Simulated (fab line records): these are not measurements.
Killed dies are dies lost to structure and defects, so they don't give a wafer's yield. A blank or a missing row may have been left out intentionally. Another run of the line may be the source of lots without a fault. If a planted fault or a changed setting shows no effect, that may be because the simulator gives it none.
fab line records | flow nandHarc
record: lots: 11 | wafers: 33 | lastDay: 24
route steps=1159 shown P_M1@303 END@1159
lots untouched by any fault: they come from a run of this same line in which no faults occurred
startH: start of the lot's first displayed wafer, in hours after the record's first day | waitH: time in hours since the lot's previous step | " the same as in the row above | L1.1+2: several wafers, shown together as one row | - no value, or no start given | * or withheld: withheld | < > ~ a bound
route shown NAME@n: names a module that has steps shown in the file, with the first one's number in the route | usual: mean/standard deviation taken from wafers without a fault | same: alike in all rows | chamber/n: place in a boat | sites: per-site readings | _std_site: their standard deviation | _edge_site: mean of outer sites minus mean of inner sites | radiusMm: for every site, how far away it sits from the centre of the wafer | mask NAME#n: copy n | behind: tool/chamber where the wafer was last shaped | hold: cause of the lot's hold/its duration in hours/its outcome | device: the n, p or np transistor that did not switch | end of line: tests run on the same wafers once the route is complete | step lacking rows: just its recipe | killed: dies lost to structure and defects at the first sort, not the wafer's yield | map: the dies of a wafer, with x for killed, . for not killed, _ for no die there
set.NAME: the setting that was run; set.NAME@STEP: the one run at that earlier step | model.NAME: the simulator's own value behind a step, which no gauge read
route steps across a sampled set of lots; one table per step, one row per wafer
services: the hour from which a tool's chamber was out of use, counted from the record's first day as startH (under 0 if before that day), plus the number of hours and why
== steps ==
step: NHARC_P_M1_ETCH_28
recipe: targetDepthA: 300 | overEtchFrac: 0.3 | timeS: 72.99 | ionEnergyEv: 150 | cf4FlowSccm: 50 | n2FlowSccm: 100 | arFlowSccm: 150 | rfW: 300 | biasW: 100 | chemistry: CF4/N2
usual: biasW: 100.0/0.31 | drypumpMotorCurrentA: 5.8/0.43 | oesProductAu: 0.999/0.009 | rfVppV: 313.7/1.8 | showerheadPlenumPTorr: 2.59/0.086 | throttleValvePct: 19.795/0.0083
lot.wafer | tool       | chamber | startH | waitH | biasW | drypumpMotorCurrentA | oesProductAu | rfHoursCounterH | rfVppV | showerheadPlenumPTorr | throttleValvePct
L797.2    | rieDiel-01 | 2       | -      | -     | 99.7  | 5.7                  | 1.006        | 5               | 313.3  | 2.46                  | 19.786
L797.6    | "          | 2       | "      | "     | 99.6  | 5.7                  | 1.021        | -               | 311.4  | 2.46                  | 19.796
L797.5    | "          | 3       | "      | "     | 100.2 | 6.5                  | 0.988        | -               | 312.1  | 2.57                  | 19.802
L800.3    | rieDiel-11 | 0       | -      | -     | 99.6  | 6.3                  | 0.994        | 9               | 315.3  | 2.63                  | 19.791
L800.2    | "          | 3       | "      | "     | 99.9  | 5.6                  | 1.005        | 9               | 315.9  | 2.62                  | 19.781
L800.5    | "          | 1       | "      | "     | 100.0 | 6.1                  | 0.999        | -               | 315.8  | 2.72                  | 19.794
L802.1    | rieDiel-01 | 1       | -      | -     | 99.6  | 5.8                  | 0.997        | 0               | 314.4  | 2.56                  | 19.790
L802.2    | "          | 2       | "      | "     | 100.6 | 5.7                  | 1.001        | 0               | 311.3  | 2.46                  | 19.795
L802.4    | "          | 0       | "      | "     | 99.9  | 5.9                  | 1.011        | 0               | 313.4  | 2.60                  | 19.794
L805.1    | rieDiel-01 | 2       | -      | -     | 100.0 | 5.7                  | 1.007        | 0               | 309.4  | 2.46                  | 19.797
L805.4    | "          | 2       | "      | "     | 100.0 | 5.8                  | 1.001        | -               | 310.9  | 2.46                  | 19.785
L805.6    | "          | 0       | "      | "     | 100.0 | 5.9                  | 1.008        | -               | 314.1  | 2.60                  | 19.788
L806.2    | rieDiel-11 | 1       | -      | -     | 99.5  | 6.1                  | 0.991        | 11              | 315.7  | 2.72                  | 19.791
L806.1    | "          | 3       | "      | "     | 99.7  | 5.6                  | 1.013        | 11              | 316.8  | 2.62                  | 19.779
L806.5    | "          | 1       | "      | "     | 99.8  | 6.1                  | 0.991        | -               | 316.6  | 2.72                  | 19.802
L807.3    | rieDiel-06 | 0       | -      | -     | 100.1 | 5.0                  | 1.003        | 8               | 312.7  | 2.55                  | 19.800
L807.2    | "          | 1       | "      | "     | 99.7  | 5.2                  | 1.001        | 9               | 311.2  | 2.45                  | 19.800
L807.5    | "          | 2       | "      | "     | 100.0 | 5.8                  | 1.000        | -               | 313.7  | 2.55                  | 19.807
L809.3    | rieDiel-06 | 3       | -      | -     | 100.0 | 6.0                  | 1.010        | 11              | 314.9  | 2.72                  | 19.782
L809.1    | "          | 1       | "      | "     | 99.9  | 5.2                  | 0.999        | 10              | 311.6  | 2.45                  | 19.797
L809.6    | "          | 0       | "      | "     | 100.2 | 5.0                  | 0.987        | -               | 312.0  | 2.55                  | 19.801
L812.2    | rieDiel-01 | 3       | -      | -     | 99.8  | 6.5                  | 0.984        | 1               | 312.8  | 2.57                  | 19.794
L812.1    | "          | 2       | "      | "     | 100.3 | 5.7                  | 0.995        | 1               | 311.3  | 2.46                  | 19.801
L812.5    | "          | 0       | "      | "     | 99.6  | 5.9                  | 1.018        | -               | 312.1  | 2.60                  | 19.795
L816.1    | rieDiel-06 | 3       | -      | -     | 100.0 | 5.9                  | 0.997        | 14              | 318.0  | 2.72                  | 19.799
L816.3    | "          | 1       | "      | "     | 100.0 | 5.2                  | 1.002        | 13              | 310.5  | 2.45                  | 19.799
L816.4    | "          | 2       | "      | "     | 99.4  | 5.8                  | 1.003        | 13              | 312.2  | 2.55                  | 19.800
L819.4    | rieDiel-11 | 3       | -      | -     | 99.6  | 5.7                  | 0.996        | 1               | 314.8  | 2.62                  | 19.783
L819.2    | "          | 0       | "      | "     | 100.0 | 6.3                  | 0.996        | 1               | 313.1  | 2.63                  | 19.789
L819.6    | "          | 3       | "      | "     | 100.0 | 5.6                  | 0.999        | -               | 313.8  | 2.62                  | 19.792
L820.3    | rieDiel-01 | 1       | -      | -     | 99.9  | 5.8                  | 0.990        | 3               | 313.9  | 2.56                  | 19.792
L820.1    | "          | 3       | "      | "     | 100.3 | 6.5                  | 0.995        | 2               | 311.3  | 2.57                  | 19.798
L820.5    | "          | 1       | "      | "     | 99.6  | 5.8                  | 0.994        | -               | 314.2  | 2.56                  | 19.799
step: NHARC_P_M1_DEGAS_29
recipe: tempC: 250 | timeS: 60
usual: heaterPowerW: 343/43 | susceptorTempC: 250.01/0.18
lot.wafer | tool          | chamber | startH | waitH | heaterPowerW | susceptorTempC
L797.2    | pvdSputter-01 | -       | 120.50 | -     | 351          | -
L797.6    | "             | -       | "      | "     | 358          | -
L797.5    | "             | -       | "      | "     | 358          | -
L800.3    | pvdSputter-01 | -       | 138.65 | -     | 272          | -
L800.2    | "             | -       | "      | "     | 352          | -
L800.5    | "             | -       | "      | "     | 265          | -
L802.2    | pvdSputter-03 | -       | 158.19 | -     | 422          | 250.22
L802.1    | "             | -       | "      | "     | 389          | 249.71
L802.4    | "             | -       | "      | "     | 360          | 250.01
L805.1    | pvdSputter-02 | -       | 167.23 | -     | 392          | 250.13
L805.4    | "             | -       | "      | "     | 383          | 249.86
L805.6    | "             | -       | "      | "     | 388          | 250.05
L806.2    | pvdSputter-03 | -       | 172.19 | -     | 351          | 250.37
L806.1    | "             | -       | "      | "     | 415          | 250.20
L806.5    | "             | -       | "      | "     | 388          | 250.09
L807.3    | pvdSputter-01 | -       | 180.05 | -     | 332          | 249.85
L807.2    | "             | -       | "      | "     | 347          | 249.99
L807.5    | "             | -       | "      | "     | 302          | 250.32
L809.1    | pvdSputter-01 | -       | 198.43 | -     | 286          | 250.10
L809.3    | "             | -       | "      | "     | 335          | 250.06
L809.6    | "             | -       | "      | "     | 289          | 250.09
L812.2    | pvdSputter-03 | -       | 215.09 | -     | 380          | 249.96
L812.1    | "             | -       | "      | "     | 350          | 250.21
L812.5    | "             | -       | "      | "     | 377          | 249.96
L816.3    | pvdSputter-03 | -       | 233.22 | -     | 390          | 249.95
L816.1    | "             | -       | "      | "     | 414          | 250.05
L816.4    | "             | -       | "      | "     | 288          | 250.04
L819.4    | pvdSputter-01 | -       | 245.12 | -     | 327          | 249.84
L819.2    | "             | -       | "      | "     | 299          | 249.76
L819.6    | "             | -       | "      | "     | 330          | 249.84
L820.3    | pvdSputter-01 | -       | 261.87 | -     | 297          | 250.17
L820.1    | "             | -       | "      | "     | 355          | 249.99
L820.5    | "             | -       | "      | "     | 283          | 249.89
step: NHARC_P_M1_PVD_21
recipe: targetThkA: 300 | chamberPressurePa: 5 | powerW: 5000 | substrateTempC: 30 | timeS: 20.49 | material: Cu
usual: cathodeDcPowerW: 5000.1/0.82 | chamberPressurePa: 5.001/0.0097 | throttleValvePct: 30.0/0.58
lot.wafer | tool          | chamber | startH | waitH | cathodeDcPowerW | chamberPressurePa | throttleValvePct
L797.2    | pvdSputter-01 | -       | 120.74 | -     | 5000.1          | 5.010             | 29.3
L797.5    | "             | -       | "      | "     | 5000.7          | 5.011             | 29.8
L797.6    | "             | -       | "      | "     | 5000.9          | 5.014             | 29.6
L800.2    | pvdSputter-01 | -       | 138.87 | -     | 4999.6          | 5.002             | 29.6
L800.3    | "             | -       | "      | "     | 5001.6          | 5.010             | 29.3
L800.5    | "             | -       | "      | "     | 4999.6          | 5.018             | 29.4
L802.1    | pvdSputter-03 | -       | 158.41 | -     | 4999.8          | 4.994             | 29.8
L802.4    | "             | -       | "      | "     | 5000.6          | 4.987             | 30.5
L802.2    | "             | -       | "      | "     | 4999.6          | 5.007             | 30.4
L805.4    | pvdSputter-02 | -       | 167.47 | -     | 5001.0          | 5.020             | 29.7
L805.1    | "             | -       | "      | "     | 5001.2          | 5.002             | 30.7
L805.6    | "             | -       | "      | "     | 4999.2          | 5.009             | 29.5
L806.2    | pvdSputter-03 | -       | 172.52 | -     | 4998.9          | 5.000             | 29.8
L806.1    | "             | -       | "      | "     | 4999.5          | 5.003             | 30.3
L806.5    | "             | -       | "      | "     | 5000.0          | 5.002             | 30.0
L807.3    | pvdSputter-01 | -       | 180.26 | -     | 4999.8          | 5.002             | 30.3
L807.2    | "             | -       | "      | "     | 5000.4          | 5.003             | 29.7
L807.5    | "             | -       | "      | "     | 4998.9          | 5.004             | 30.1
L809.1    | pvdSputter-01 | -       | 198.67 | -     | -               | -                 | -
L809.3    | "             | -       | "      | "     | -               | -                 | -
L809.6    | "             | -       | "      | "     | -               | -                 | -
L812.2    | pvdSputter-03 | -       | 215.33 | -     | 5001.9          | 5.007             | 29.6
L812.1    | "             | -       | "      | "     | 4998.2          | 4.993             | 30.2
L812.5    | "             | -       | "      | "     | 4999.9          | 5.001             | 29.9
L816.3    | pvdSputter-03 | -       | 233.45 | -     | 5000.6          | 5.000             | 30.0
L816.1    | "             | -       | "      | "     | 5002.0          | 4.999             | 30.3
L816.4    | "             | -       | "      | "     | 5000.0          | 4.996             | 30.4
L819.2    | pvdSputter-01 | -       | 245.36 | -     | 5000.0          | 4.997             | 30.1
L819.4    | "             | -       | "      | "     | 5001.1          | 4.999             | 29.4
L819.6    | "             | -       | "      | "     | 5000.0          | 5.006             | 30.0
L820.3    | pvdSputter-01 | -       | 262.09 | -     | 5000.4          | 4.998             | 30.0
L820.1    | "             | -       | "      | "     | 4999.6          | 4.995             | 29.7
L820.5    | "             | -       | "      | "     | 4999.5          | 4.997             | 29.8
step: NHARC_P_M1_INSPECT_27
usual: rawDefectCount: 324/110
lot.wafer | tool             | chamber | startH | waitH | rawDefectCount
L797.2    | defectInspect-01 | -       | 122.06 | 0.0   | 380
L797.5    | "                | -       | "      | "     | 306
L797.6    | "                | -       | "      | "     | 265
L800.2    | defectInspect-01 | -       | 140.21 | 0.0   | 324
L800.3    | "                | -       | "      | "     | 395
L800.5    | "                | -       | "      | "     | 350
L802.1    | defectInspect-02 | -       | 159.75 | 0.0   | 295
L802.2    | "                | -       | "      | "     | 314
L802.4    | "                | -       | "      | "     | 212
L805.1    | defectInspect-01 | -       | 168.79 | 0.0   | 283
L805.4    | "                | -       | "      | "     | 219
L805.6    | "                | -       | "      | "     | 233
L806.1    | defectInspect-01 | -       | 174.11 | 0.0   | 492
L806.2    | "                | -       | "      | "     | 211
L806.5    | "                | -       | "      | "     | 292
L807.2    | defectInspect-01 | -       | 181.60 | 0.0   | 391
L807.3    | "                | -       | "      | "     | 315
L807.5    | "                | -       | "      | "     | 283
L809.1    | defectInspect-02 | -       | 199.99 | 0.0   | 317
L809.3    | "                | -       | "      | "     | 409
L809.6    | "                | -       | "      | "     | 210
L812.1    | defectInspect-02 | -       | 216.68 | 0.0   | 436
L812.2    | "                | -       | "      | "     | 201
L812.5    | "                | -       | "      | "     | 341
L816.1    | defectInspect-01 | -       | 234.79 | 0.0   | 231
L816.3    | "                | -       | "      | "     | 241
L816.4    | "                | -       | "      | "     | 281
L819.2    | defectInspect-02 | -       | 246.68 | 0.0   | 307
L819.4    | "                | -       | "      | "     | 314
L819.6    | "                | -       | "      | "     | 331
L820.1    | defectInspect-01 | -       | 263.43 | 0.0   | 343
L820.3    | "                | -       | "      | "     | 254
L820.5    | "                | -       | "      | "     | 457
step: NHARC_END_SORT_01
recipe: tempC: 25
usual: defectLimitedYield: 95.4/1.3 | killedAtArray: 27/8 | killedAtOther: 0.8/1.2 | killedAtPeriphery: 3.3/2.3 | killedDies: 31/8.8 | killedOpen: 3.2/2.1 | killedShort: 2.1/1.4 | sort_bin_2_pct: 1.4/0.55 | sort_bin_3_pct: 0.25/0.2 | sort_bin_4_pct: 2.9/0.92 | sortNPass: 646/8.8 | sortRimYieldPct: 95.5/2.7 | sortYieldPct: 95.4/1.3
same: grossDies: 677 | sort_bin_5_pct[%]: 0 | sort_bin_6_pct[%]: 0 | sort_bin_7_pct[%]: 0 | sort_bin_8_pct[%]: 0 | sortRimNGross: 106.00
lot.wafer | tool      | chamber | startH | waitH | defectLimitedYield[%] | killedAtArray | killedAtOther | killedAtPeriphery | killedDies | killedOpen | killedShort | sort_bin_2_pct[%] | sort_bin_3_pct[%] | sort_bin_4_pct[%] | sortNPass | sortRimYieldPct[%] | sortYieldPct[%]
L809.1    | prober-01 | 0       | 508.45 | 2.5   | 0                     | 20            | 3             | 654               | 677        | 4          | 3           | 97.0              | 0.30              | 2.7               | 0         | 0                  | 0
L809.3    | prober-01 | 0       | 510.05 | 3.1   | 0                     | 24            | 2             | 651               | 677        | 5          | 1           | 97.3              | 0.30              | 2.4               | 0         | 0                  | 0
L809.6    | prober-01 | 0       | 512.45 | 4.0   | 0                     | 20            | 3             | 654               | 677        | 1          | 4           | 97.0              | 0                 | 3.0               | 0         | 0                  | 0
killed by level:class
L809.1 P_M1:areaPvd=649 A_SLIT:chamberFilmFlake=9 A_CHANNEL_HOLE_D1:chamberFilmFlake=4 THIN_TSV:chamberFilmFlake=3 P_CONTACT:geometricParticle:open=2 P_STI:chamberFilmFlake=2 A_STAIRCASE:chamberFilmFlake=2 A_ONON_D1:geometricParticle:short=1
L809.3 P_M1:areaPvd=650 A_SLIT:chamberFilmFlake=13 A_WL_FILL:geometricParticle:open=2 A_M0:geometricParticle:open=2 A_CHANNEL_HOLE_D1:chamberFilmFlake=2 A_CONTACT:chamberFilmFlake=2 THIN_TSV:chamberFilmFlake=2 A_CHANNEL_FILL_D1:geometricParticle:short=1
L809.6 P_M1:areaPvd=651 A_SLIT:chamberFilmFlake=11 A_STAIRCASE:chamberFilmFlake=3 THIN_TSV:chamberFilmFlake=3 P_STI:chamberFilmFlake=2 A_ONON_D1:geometricParticle:short=1 A_STAIRCASE:geometricParticle:short=1 A_WL_FILL:geometricParticle:short=1
== services ==
tool          | chamber | startH | hours | kind
pvdSputter-03 | -       | 102.00 | 10.0  | pm
pvdSputter-01 | -       | 111.30 | 1.9   | repair
rieDiel-01    | 0       | 116.80 | -     | clean
rieDiel-01    | 1       | 116.80 | -     | clean
rieDiel-01    | 2       | 116.80 | -     | clean
rieDiel-01    | 3       | 116.80 | -     | clean
rieDiel-01    | 2       | 133.06 | 19.9  | repair
rieDiel-01    | -       | 137.85 | 9.0   | pm
rieDiel-01    | 0       | 137.85 | 9.0   | ventCycle
rieDiel-01    | 1       | 137.85 | 9.0   | ventCycle
rieDiel-01    | 3       | 137.85 | 9.0   | ventCycle
rieDiel-01    | 0       | 146.85 | -     | clean
rieDiel-01    | 1       | 146.85 | -     | clean
rieDiel-01    | 3       | 146.85 | -     | clean
pvdSputter-01 | -       | 158.04 | 10.0  | pm
rieDiel-01    | 3       | 165.38 | 4.7   | repair
rieDiel-01    | 0       | 171.35 | -     | clean
rieDiel-01    | 1       | 171.35 | -     | clean
rieDiel-01    | 2       | 171.35 | -     | clean
rieDiel-06    | 0       | 174.83 | 3.5   | repair
rieDiel-11    | -       | 189.50 | 9.0   | pm
rieDiel-06    | 1       | 213.43 | 2.9   | repair
pvdSputter-02 | -       | 214.00 | 10.0  | pm
rieDiel-06    | -       | 241.65 | 9.0   | pm
== key ==
firstSign: step: NHARC_P_M1_PVD_21 | reading: toolRecord | direction: missing
effect: step: NHARC_END_SORT_01 | reading: killedAtPeriphery | direction: up | sigmas: 99+ | usual: 3.3 | struck: 653
moreKillsBornAt: NHARC_P_M1_PVD_21@pvdSputter-01: 1950
metAt NHARC_P_M1_PVD_21
struckLots L809
laterRowsLeftOut L809.1,L809.3,L809.6
notActingAt NHARC_P_M1_ETCH_28,NHARC_P_M1_DEGAS_29,NHARC_P_M1_INSPECT_27
onsetBetween 180.26 198.67
fault: kind: skippedStepWhole | tool: pvdSputter-01,pvdSputter-02,pvdSputter-03 | chamber: - | onsetH: 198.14 | steps: NHARC_P_M1_PVD_21 | scope: struckLotsOnly
laterRowsLeftOut: the simulator's readings of these wafers behind a module that went badly wrong aren't trusted and aren't shown, but for the sort
